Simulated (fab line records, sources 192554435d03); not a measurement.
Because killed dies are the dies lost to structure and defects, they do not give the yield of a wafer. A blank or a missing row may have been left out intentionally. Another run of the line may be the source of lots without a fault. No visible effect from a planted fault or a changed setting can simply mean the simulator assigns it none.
fab line records	flow n5Finfet	part 1 of 2: steps 1 to 23 of 32
record: lots: 5	wafers: 15	lastDay: 18
route steps=1938 shown ILD0@345 SDB@347
lots with no fault: from the same line, run without faults
startH: hours from the record's first day to the start of the lot's first wafer shown	waitH: hours elapsed since this lot's preceding step	" identical to the entry in the row above	L1.1+2: several wafers, shown together as one row	- value missing, or start not given	* or withheld: withheld	< > ~ a bound
route shown NAME@n: a module of which the file shows steps, and the number in the route of the first	usual: the fault-free wafers' mean and standard deviation	same: alike in all rows	chamber/n: place in a boat	sites: each site's reading	_std_site: the values' standard deviation	_edge_site: outer sites' mean less inner sites'	radiusMm: for every site, how far away it sits from the centre of the wafer	mask NAME#n: copy n	behind: the most recent tool/chamber to have shaped the wafer	hold: why the lot went on hold/how many hours it stayed there/how the hold came to an end	device: names the non-switching transistor (n, p or np)	end of line: at the end of the route, the tests of the same wafers	a step with no rows: only its recipe	killed: the dies lost at the first sort to structure and to defects; this is not the yield of the wafer	map: shows each die of a wafer: x if killed, . if not, _ if none is there
set.NAME: the setting as run; set.NAME@STEP: as run at that earlier step	model.NAME: the simulator's own value behind a step, which no gauge read
certain route steps with their lots: each step a table, each wafer a row
services: when a tool's chamber went out of use (startH, in hours from the record's first day, below 0 if earlier), for how many hours, and the reason
== steps ==
step: N5_ILD0_THK_MEAS_13
usual: thkNm: 17.5/0.86
lot.wafer	tool	chamber	startH	waitH	thkNm
L079.1	filmMetro-01	-	95.91	-	17.4
L079.3	"	-	"	"	17.3
L079.6	"	-	"	"	15.9
L085.1	filmMetro-01	-	133.11	-	17.4
L085.2	"	-	"	"	17.3
L085.5	"	-	"	"	16.9
L088.3	filmMetro-01	-	150.73	-	16.7
L088.5	"	-	"	"	16.8
L088.6	"	-	"	"	16.8
L093.1	filmMetro-01	-	179.97	-	16.1
L093.5	"	-	"	"	16.6
L093.6	"	-	"	"	17.3
L097.2	filmMetro-01	-	200.97	-	16.8
L097.4	"	-	"	"	17.4
L097.6	"	-	"	"	16.5
step: N5_ILD0_INSPECT_06
recipe: inspectInstrument: darkfield	mode: postCmp
usual: rawDefectCount: 35/16
lot.wafer	tool	chamber	startH	waitH	rawDefectCount
L079.1	defectInspect-02	-	95.93	0.0	66
L079.3	"	-	"	"	38
L079.6	"	-	"	"	40
L085.1	defectInspect-01	-	133.14	0.0	50
L085.2	"	-	"	"	28
L085.5	"	-	"	"	38
L088.3	defectInspect-02	-	150.76	0.0	49
L088.5	"	-	"	"	69
L088.6	"	-	"	"	52
L093.1	defectInspect-02	-	180.28	0.3	34
L093.5	"	-	"	"	22
L093.6	"	-	"	"	28
L097.2	defectInspect-01	-	201.00	0.0	11
L097.4	"	-	"	"	13
L097.6	"	-	"	"	22
step: N5_SDB_HM_DEP_00
recipe: material: SiNx	targetThkA: 400	tempC: 400	precursor: SiH4/NH3/N2	pressureTorr: 1.5	rfW: 300	timeS: 35.3
usual: heaterPowerW: 757/74	showerheadPlenumPTorr: 5.18/0.05	throttleValvePct: 40.0/1.8
lot.wafer	tool	chamber	startH	waitH	heaterPowerW	showerheadPlenumPTorr	throttleValvePct
L079.1	pecvd-03	1	95.97	0.0	755	5.21	39.7
L079.3	"	1	"	"	763	5.20	39.5
L079.6	"	0	"	"	736	5.18	44.5
L085.1	pecvd-02	2	133.18	0.0	804	5.14	38.5
L085.2	"	1	"	"	747	5.22	38.3
L085.5	"	0	"	"	833	5.23	40.3
L088.3	pecvd-02	1	150.80	0.0	709	5.22	38.4
L088.5	"	2	"	"	768	5.14	38.8
L088.6	"	1	"	"	707	5.23	38.0
L093.1	pecvd-03	2	180.32	0.0	621	5.21	39.5
L093.5	"	1	"	"	821	5.22	39.5
L093.6	"	2	"	"	610	5.23	39.4
L097.2	pecvd-04	1	201.03	0.0	853	5.12	40.6
L097.4	"	2	"	"	816	5.05	40.5
L097.6	"	0	"	"	734	5.12	42.2
step: N5_SDB_COAT_03
recipe: resist: SOC	tempC: 250	timeS: 60	spinRpm: 1500	resistThkNm: 100
lot.wafer	tool	chamber	startH	waitH
L079.1+3+6	lithoTrack-03	0	96.08	0.1
L085.1+2+5	lithoTrack-02	0	133.26	0.1
L088.3+5+6	lithoTrack-03	0	150.88	0.1
L093.1+5+6	lithoTrack-02	0	180.40	0.1
L097.2+4+6	lithoTrack-01	0	201.12	0.1
step: N5_SDB_COAT_04
recipe: resist: SiARC	tempC: 220	timeS: 60	spinRpm: 1500	resistThkNm: 18
lot.wafer	tool	chamber	startH	waitH
L079.1+3+6	lithoTrack-03	0	-	-
L085.1+2+5	lithoTrack-02	0	-	-
L088.3+5+6	lithoTrack-03	0	-	-
L093.1+5+6	lithoTrack-02	0	-	-
L097.2+4+6	lithoTrack-01	0	-	-
step: N5_SDB_COAT_05
recipe: resist: CAR-ArF	spinRpm: 1500	resistThkNm: 90
lot.wafer	tool	chamber	startH	waitH
L079.1+3+6	lithoTrack-03	0	-	-
L085.1+2+5	lithoTrack-02	0	-	-
L088.3+5+6	lithoTrack-03	0	-	-
L093.1+5+6	lithoTrack-02	0	-	-
L097.2+4+6	lithoTrack-01	0	-	-
step: N5_SDB_EBR_07
recipe: solvent: PGMEA	ebrWidthMm: 1.5
lot.wafer	tool	chamber	startH	waitH
L079.1+3+6	lithoTrack-03	0	-	-
L085.1+2+5	lithoTrack-02	0	-	-
L088.3+5+6	lithoTrack-03	0	-	-
L093.1+5+6	lithoTrack-02	0	-	-
L097.2+4+6	lithoTrack-01	0	-	-
step: N5_SDB_SOFTBAKE_06
recipe: tempC: 110	timeS: 60	resist: CAR-ArF
lot.wafer	tool	chamber	startH	waitH
L079.1+3+6	lithoTrack-03	0	-	-
L085.1+2+5	lithoTrack-02	0	-	-
L088.3+5+6	lithoTrack-03	0	-	-
L093.1+5+6	lithoTrack-02	0	-	-
L097.2+4+6	lithoTrack-01	0	-	-
step: N5_SDB_EXPOSE_08
recipe: maskId: SDB	na: 1.35	sourceShape: conventional	sigmaOuter: 0.5	polarization: unpolarized	doseMj: 49.6
usual: stageVelMmS: 500.00/0.25
same: na: 1.35
lot.wafer	tool	chamber	startH	waitH	mask	stageVelMmS
L079.1	arfiScanner-03	0	96.20	-	SDB#0	500.30
L079.3	"	0	"	"	SDB#0	499.88
L079.6	"	0	"	"	SDB#0	500.45
L085.1	arfiScanner-01	0	133.50	-	SDB#0	500.11
L085.2	"	0	"	"	SDB#0	499.82
L085.5	"	0	"	"	SDB#0	499.77
L088.3	arfiScanner-03	0	151.01	-	SDB#0	499.90
L088.5	"	0	"	"	SDB#0	500.10
L088.6	"	0	"	"	SDB#0	499.88
L093.1	arfiScanner-02	0	180.64	-	SDB#0	499.76
L093.5	"	0	"	"	SDB#0	499.88
L093.6	"	0	"	"	SDB#0	499.89
L097.2	arfiScanner-02	0	201.37	-	SDB#0	500.12
L097.4	"	0	"	"	SDB#0	500.18
L097.6	"	0	"	"	SDB#0	500.43
step: N5_SDB_PEB_09
recipe: pebTempC: withheld	pebTimeS: 60	resist: CAR-ArF
lot.wafer	tool	chamber	startH	waitH
L079.1+3+6	lithoTrack-02	0	96.26	0.1
L085.1+2+5	lithoTrack-02	0	133.56	0.1
L088.3+5+6	lithoTrack-02	0	151.06	0.0
L093.1+5+6	lithoTrack-02	0	180.70	0.1
L097.2+4+6	lithoTrack-01	0	201.42	0.0
step: N5_SDB_DEVELOP_10
recipe: developTimeS: 30	developer: TMAH	resist: CAR-ArF	rinseLiquid: diw	dry: airSpin	devTempC: 23
lot.wafer	tool	chamber	startH	waitH
L079.1+3+6	lithoTrack-02	0	-	-
L085.1+2+5	lithoTrack-02	0	-	-
L088.3+5+6	lithoTrack-02	0	-	-
L093.1+5+6	lithoTrack-02	0	-	-
L097.2+4+6	lithoTrack-01	0	-	-
step: N5_SDB_CD_MEAS_11
recipe: targetCdNm: 50	landingEnergyEv: 500	detector: seInlens	polarity: opening
usual: cdNm: 49.9/0.82
lot.wafer	tool	chamber	startH	waitH	cdNm
L079.1	cdSem-03	0	96.32	-	49.5
L079.3	"	0	"	"	50.8
L079.6	"	0	"	"	50.0
L085.1	cdSem-02	0	133.63	-	50.0
L085.2	"	0	"	"	51.5
L085.5	"	0	"	"	49.7
L088.3	cdSem-01	0	151.13	-	49.4
L088.5	"	0	"	"	50.1
L088.6	"	0	"	"	49.6
L093.1	cdSem-03	0	180.77	-	49.8
L093.5	"	0	"	"	49.7
L093.6	"	0	"	"	49.3
L097.2	cdSem-03	0	201.49	-	50.7
L097.4	"	0	"	"	51.9
L097.6	"	0	"	"	51.0
step: N5_SDB_OVL_MEAS_12
recipe: pointsPerWafer: 44
usual: SDB_OVL: 0.0/0.78
lot.wafer	tool	chamber	startH	waitH	SDB_OVL[nm]
L079.1	overlay-02	0	96.35	0.0	0.3
L079.3	"	0	"	"	0.5
L079.6	"	0	"	"	0.8
L085.1	overlay-02	0	133.66	0.0	-1.1
L085.2	"	0	"	"	-0.8
L085.5	"	0	"	"	-1.2
L088.3	overlay-01	0	151.15	0.0	0.4
L088.5	"	0	"	"	-0.7
L088.6	"	0	"	"	-0.2
L093.1	overlay-01	0	180.80	0.0	0.0
L093.5	"	0	"	"	-0.9
L093.6	"	0	"	"	-0.1
L097.2	overlay-02	0	201.52	0.0	0.6
L097.4	"	0	"	"	0.5
L097.6	"	0	"	"	-0.2
step: N5_SDB_INSPECT_13
recipe: mode: adi	inspectInstrument: brightfield
usual: rawDefectCount: 78/33
lot.wafer	tool	chamber	startH	waitH	rawDefectCount
L079.1	defectInspect-02	-	96.38	0.0	56
L079.3	"	-	"	"	78
L079.6	"	-	"	"	125
L085.1	defectInspect-02	-	133.68	0.0	32
L085.2	"	-	"	"	65
L085.5	"	-	"	"	62
L088.3	defectInspect-02	-	151.18	0.0	76
L088.5	"	-	"	"	86
L088.6	"	-	"	"	85
L093.1	defectInspect-02	-	180.82	0.0	48
L093.5	"	-	"	"	99
L093.6	"	-	"	"	58
L097.2	defectInspect-02	-	201.54	0.0	130
L097.4	"	-	"	"	142
L097.6	"	-	"	"	117
step: N5_SDB_DESCUM_16
recipe: chemistry: O2	timeS: 7.9	sourcePowerW: 50	biasPowerW: 20	pressureMtorr: 20	rfFrequencyHz: 2.712e+07	tempC: 40	resist: CAR-ArF	o2FlowSccm: 225
usual: drypumpMotorCurrentA: 5.8/0.47	oesProductAu: 0.78/0.092	rfVppV: 243.2/1.4	showerheadPlenumPTorr: 2.09/0.067	throttleValvePct: 20.30/0.27
lot.wafer	tool	chamber	startH	waitH	drypumpMotorCurrentA	oesProductAu	rfHoursCounterH	rfVppV	showerheadPlenumPTorr	throttleValvePct
L079.1	rieDiel-02	2	96.59	0.2	5.6	0.67	246	244.0	2.15	20.92
L079.3	"	1	"	"	4.8	0.72	200	242.9	1.99	20.31
L079.6	"	2	"	"	5.6	0.67	-	244.9	2.15	20.92
L085.1	rieDiel-03	0	133.71	0.0	6.3	0.68	241	242.3	2.06	20.24
L085.2	"	3	"	"	6.3	0.70	225	242.1	2.08	20.76
L085.5	"	1	"	"	5.8	0.73	-	244.7	2.18	20.38
L088.3	rieDiel-02	1	151.21	0.0	4.8	0.70	221	240.2	1.99	20.33
L088.5	"	3	"	"	5.8	0.80	-	243.0	2.11	20.36
L088.6	"	0	"	"	5.4	0.80	-	244.3	2.10	19.92
L093.1	rieDiel-02	1	180.86	0.0	4.8	0.68	230	242.2	1.98	20.36
L093.5	"	3	"	"	5.9	0.79	-	242.5	2.11	20.39
L093.6	"	2	"	"	5.6	0.94	-	246.0	2.14	20.59
L097.2	rieDiel-02	1	201.57	0.0	4.8	0.68	237	241.6	1.98	20.36
L097.4	"	0	"	"	5.5	0.78	112	242.6	2.10	19.96
L097.6	"	3	"	"	5.9	0.78	-	243.4	2.11	20.39
step: N5_SDB_ETCH_17
recipe: chemistry: CF4	target: SiARC	targetDepthA: 234	maskMaterial: CAR-ArF	timeS: 39	ionEnergyEv: 80	pressureMtorr: 40	sourceW: 545	biasW: 36	Ar_flow_sccm: 100	cf4FlowSccm: 100	ends: cleared
usual: drypumpMotorCurrentA: 5.8/0.47	etchRfOnTimeS: 38.8/0.55	oesProductAu: 0.67/0.079	rfVppV: 184.1/1.1	showerheadPlenumPTorr: 2.14/0.065	throttleValvePct: 15.52/0.25
lot.wafer	tool	chamber	startH	waitH	drypumpMotorCurrentA	etchRfOnTimeS	oesProductAu	rfHoursCounterH	rfVppV	showerheadPlenumPTorr	throttleValvePct
L079.1	rieDiel-02	2	96.63	0.0	5.7	38.5	0.58	246	183.5	2.20	16.16
L079.3	"	1	"	"	4.8	38.2	0.61	200	182.1	2.05	15.52
L079.6	"	2	"	"	5.6	39.0	0.57	-	184.2	2.20	16.18
L085.1	rieDiel-03	0	133.75	0.0	6.3	40.0	0.59	241	185.6	2.11	15.54
L085.2	"	3	"	"	6.3	39.2	0.60	225	182.4	2.12	15.91
L085.5	"	1	"	"	5.8	39.1	0.62	-	185.4	2.21	15.56
L088.3	rieDiel-02	1	151.25	0.0	4.8	38.1	0.60	221	183.8	2.04	15.57
L088.5	"	3	"	"	5.9	39.1	0.70	-	183.8	2.16	15.59
L088.6	"	0	"	"	5.5	38.3	0.70	-	185.5	2.16	15.18
L093.1	rieDiel-02	1	180.89	0.0	4.8	39.3	0.59	230	183.1	2.04	15.59
L093.5	"	3	"	"	5.9	39.6	0.68	-	183.4	2.16	15.59
L093.6	"	2	"	"	5.6	38.8	0.80	-	184.8	2.19	15.73
L097.2	rieDiel-02	1	201.61	0.0	4.8	38.8	0.59	237	183.6	2.03	15.59
L097.4	"	0	"	"	5.5	38.3	0.68	112	184.4	2.15	15.21
L097.6	"	3	"	"	5.9	39.0	0.68	-	184.0	2.16	15.62
step: N5_SDB_ETCH_18
recipe: chemistry: N2/H2	target: SOC	targetDepthA: 1000	overetchA: 200	maskMaterial: SiARC	tempC: 40	timeS: 150	ionEnergyEv: 200	pressureMtorr: 30	sourceW: 840	biasW: 150	n2FlowSccm: 200	h2FlowSccm: 200
usual: drypumpMotorCurrentA: 5.8/0.47	n2FlowSccm: 200.0/0.56	oesProductAu: 0.70/0.078	rfVppV: 523.9/2.4	showerheadPlenumPTorr: 2.55/0.08	throttleValvePct: 17.75/0.24
lot.wafer	tool	chamber	startH	waitH	drypumpMotorCurrentA	n2FlowSccm	oesProductAu	rfHoursCounterH	rfVppV	showerheadPlenumPTorr	throttleValvePct
L079.1	rieDiel-02	2	96.66	0.0	5.6	200.5	0.61	246	524.6	2.61	18.29
L079.3	"	1	"	"	4.8	198.8	0.64	200	520.3	2.42	17.81
L079.6	"	2	"	"	5.6	200.7	0.61	-	524.6	2.61	18.27
L085.1	rieDiel-03	0	133.78	0.0	6.3	200.3	0.62	241	522.3	2.50	17.70
L085.2	"	3	"	"	6.3	200.3	0.64	225	524.1	2.52	18.21
L085.5	"	1	"	"	5.8	199.2	0.65	-	526.0	2.64	17.77
L088.3	rieDiel-02	1	151.28	0.0	4.8	200.4	0.62	221	520.4	2.42	17.85
L088.5	"	3	"	"	5.9	201.1	0.72	-	525.2	2.57	17.78
L088.6	"	0	"	"	5.5	199.9	0.72	-	523.4	2.56	17.48
L093.1	rieDiel-02	1	180.93	0.0	4.8	199.2	0.61	230	519.9	2.41	17.88
L093.5	"	3	"	"	5.9	200.4	0.71	-	525.8	2.56	17.79
L093.6	"	2	"	"	5.7	199.2	0.84	-	525.7	2.60	17.90
L097.2	rieDiel-02	1	201.64	0.0	4.8	199.7	0.61	237	519.7	2.41	17.88
L097.4	"	0	"	"	5.5	200.3	0.71	112	525.4	2.56	17.51
L097.6	"	3	"	"	5.9	199.2	0.71	-	525.6	2.56	17.80
step: N5_SDB_STRIP_19
recipe: chemistry: N2/H2	tempC: 40	n2FlowSccm: 200	h2FlowSccm: 200	rfFrequencyHz: 6e+07
lot.wafer	tool	chamber	startH	waitH
L079.1+3+6	rieDiel-02	2,1,2	96.79	0.1
L085.1+2+5	rieDiel-03	0,3,1	133.91	0.1
L088.3+5+6	rieDiel-02	1,3,0	151.41	0.1
L093.1+5+6	rieDiel-02	1,3,2	181.05	0.1
L097.2+4+6	rieDiel-02	1,0,3	201.77	0.1
step: N5_SDB_STRIP_21
recipe: chemistry: CF4	resist: SiARC	powerW: 300	biasPowerW: 75	pressureMtorr: 50	cf4FlowSccm: 150	rfFrequencyHz: 6e+07
usual: drypumpMotorCurrentA: 5.8/0.47	oesProductAu: 0.77/0.087	rfVppV: 271.2/1.6	showerheadPlenumPTorr: 1.79/0.053	throttleValvePct: 13.50/0.26
lot.wafer	tool	chamber	startH	waitH	drypumpMotorCurrentA	oesProductAu	rfHoursCounterH	rfVppV	showerheadPlenumPTorr	throttleValvePct
L079.1	rieDiel-02	2	96.80	0.0	5.6	0.67	246	273.2	1.84	14.18
L079.3	"	1	"	"	4.8	0.70	200	268.7	1.72	13.54
L079.6	"	2	"	"	5.6	0.68	-	272.9	1.84	14.19
L085.1	rieDiel-03	0	133.92	0.0	6.3	0.68	241	271.1	1.77	13.58
L085.2	"	3	"	"	6.3	0.70	225	270.7	1.77	13.88
L085.5	"	1	"	"	5.8	0.72	-	272.4	1.85	13.55
L088.3	rieDiel-02	1	151.42	0.0	4.8	0.69	221	269.0	1.71	13.57
L088.5	"	3	"	"	5.8	0.80	-	272.8	1.81	13.53
L088.6	"	0	"	"	5.5	0.79	-	270.8	1.80	13.16
L093.1	rieDiel-02	1	181.06	0.0	4.8	0.69	230	269.0	1.71	13.59
L093.5	"	3	"	"	5.9	0.78	-	271.3	1.81	13.53
L093.6	"	2	"	"	5.7	0.93	-	272.0	1.84	13.65
L097.2	rieDiel-02	1	201.78	0.0	4.8	0.68	237	268.7	1.71	13.62
L097.4	"	0	"	"	5.5	0.79	112	271.9	1.80	13.18
L097.6	"	3	"	"	5.8	0.78	-	271.4	1.80	13.56
step: N5_SDB_HM_OPEN_20
recipe: chemistry: CH3F/O2	target: SiNx	maskMaterial: SOC	targetDepthA: 240	stopOn: poly-Si	overEtchFrac: 0.4	ionEnergyEv: 120	pressureMtorr: 30	sourceW: 395	biasW: 73	Ar_flow_sccm: 150	CH3F_flow_sccm: 30	O2_flow_sccm: 20
usual: CH3F_flow_sccm: 29.99/0.091	drypumpMotorCurrentA: 5.8/0.47	oesProductAu: 0.64/0.072	rfVppV: 296.2/3	showerheadPlenumPTorr: 2.00/0.064	throttleValvePct: 16.26/0.25
lot.wafer	tool	chamber	startH	waitH	CH3F_flow_sccm	drypumpMotorCurrentA	oesProductAu	rfHoursCounterH	rfVppV	showerheadPlenumPTorr	throttleValvePct
L079.1	rieDiel-02	2	96.82	0.0	30.00	5.6	0.56	246	293.1	2.05	16.88
L079.3	"	1	"	"	29.90	4.8	0.58	200	296.1	1.91	16.25
L079.6	"	2	"	"	30.02	5.6	0.56	-	293.9	2.05	16.85
L085.1	rieDiel-03	0	133.94	0.0	29.88	6.3	0.56	241	298.4	1.97	16.25
L085.2	"	3	"	"	30.02	6.3	0.57	225	293.1	1.99	16.66
L085.5	"	1	"	"	29.96	5.8	0.60	-	299.0	2.07	16.28
L088.3	rieDiel-02	1	151.44	0.0	29.95	4.8	0.56	221	296.3	1.90	16.28
L088.5	"	3	"	"	30.06	5.9	0.65	-	299.4	2.03	16.34
L088.6	"	0	"	"	29.96	5.5	0.65	-	297.5	2.02	15.93
L093.1	rieDiel-02	1	181.08	0.0	29.95	4.8	0.56	230	295.5	1.90	16.29
L093.5	"	3	"	"	29.87	5.8	0.66	-	299.6	2.02	16.36
L093.6	"	2	"	"	29.84	5.6	0.77	-	293.7	2.05	16.45
L097.2	rieDiel-02	1	201.80	0.0	30.07	4.8	0.56	237	295.9	1.89	16.32
L097.4	"	0	"	"	30.01	5.5	0.64	112	295.8	2.01	15.96
L097.6	"	3	"	"	30.13	5.8	0.64	-	298.0	2.02	16.38
step: N5_SDB_STRIP_22
recipe: chemistry: N2/H2	powerW: 1000	tempC: 250	h2Frac: 0.65	overashFraction: 0.3	pressureMtorr: withheld	n2FlowSccm: 1750	h2FlowSccm: 3250
usual: drypumpMotorCurrentA: 5.88/0.14	heaterPowerW: 343/23	n2FlowSccm: 1751/4.7	oesProductAu: 0.715/0.0045	stripTimeToEndpointS: 96.3/0.35
lot.wafer	tool	chamber	startH	waitH	drypumpMotorCurrentA	heaterPowerW	n2FlowSccm	oesProductAu	rfHoursCounterH	stripTimeToEndpointS
L079.1	plasmaAsher-01	0	96.90	0.1	5.99	320	1747	0.715	97	96.8
L079.3	"	0	"	"	5.98	328	1754	0.721	-	96.5
L079.6	"	1	"	"	5.95	376	1749	0.717	-	96.9
L085.1	plasmaAsher-02	0	134.02	0.1	5.66	346	1746	0.708	44	96.5
L085.2	"	1	"	"	5.91	324	1751	0.713	44	96.6
L085.5	"	1	"	"	5.90	327	1759	0.716	-	96.4
L088.3	plasmaAsher-01	1	151.56	0.1	6.01	372	1754	0.716	-	96.5
L088.5	"	0	"	"	5.99	333	1747	0.716	-	96.2
L088.6	"	1	"	"	6.00	378	1748	0.710	-	96.2
L093.1	plasmaAsher-02	0	181.16	0.1	5.63	348	1755	0.719	51	95.8
L093.5	"	0	"	"	5.61	347	1751	0.704	-	96.2
L093.6	"	1	"	"	5.89	320	1751	0.714	-	96.2
L097.2	plasmaAsher-02	1	201.88	0.1	5.89	324	1762	0.708	55	96.3
L097.4	"	0	"	"	5.63	348	1743	0.706	-	96.8
L097.6	"	1	"	"	5.91	313	1753	0.720	-	96.6
step: N5_SDB_PRECLEAN_23
recipe: chemistry: dHF	timeS: 30	tempC: 25	dilution: withheld
lot.wafer	tool	chamber	startH	waitH
L079.1+3+6	wetBench-01	3,6,4	97.05	0.1
L085.1+2+5	wetBench-04	0,2,3	134.17	0.1
L088.3+5+6	wetBench-03	7,6,2	151.67	0.1
L093.1+5+6	wetBench-04	2,4,0	181.31	0.1
L097.2+4+6	wetBench-01	0,1,7	202.03	0.1
step: N5_SDB_DUMMY_REMOVE_24
recipe: chemistry: TMAH	tempC: 70	target: poly-Si	stopOn: SiO2	targetDepthNm: 142	concWtPct: 5	timeS: 57	dry: ipaMarangoni	rinseTimeS: 30	rinseTempC: 23
usual: concWtPct: 4.99/0.047
lot.wafer	tool	chamber	startH	waitH	concWtPct
L079.1	wetBench-01	3	97.06	0.0	5.01
L079.3	"	6	"	"	5.05
L079.6	"	4	"	"	5.04
L085.1	wetBench-04	0	134.18	0.0	5.01
L085.2	"	2	"	"	4.95
L085.5	"	3	"	"	5.04
L088.3	wetBench-03	7	151.68	0.0	4.86
L088.5	"	6	"	"	5.00
L088.6	"	2	"	"	4.99
L093.1	wetBench-04	2	181.32	0.0	4.97
L093.5	"	4	"	"	4.98
L093.6	"	0	"	"	4.99
L097.2	wetBench-01	0	202.04	0.0	5.01
L097.4	"	1	"	"	5.08
L097.6	"	7	"	"	5.01
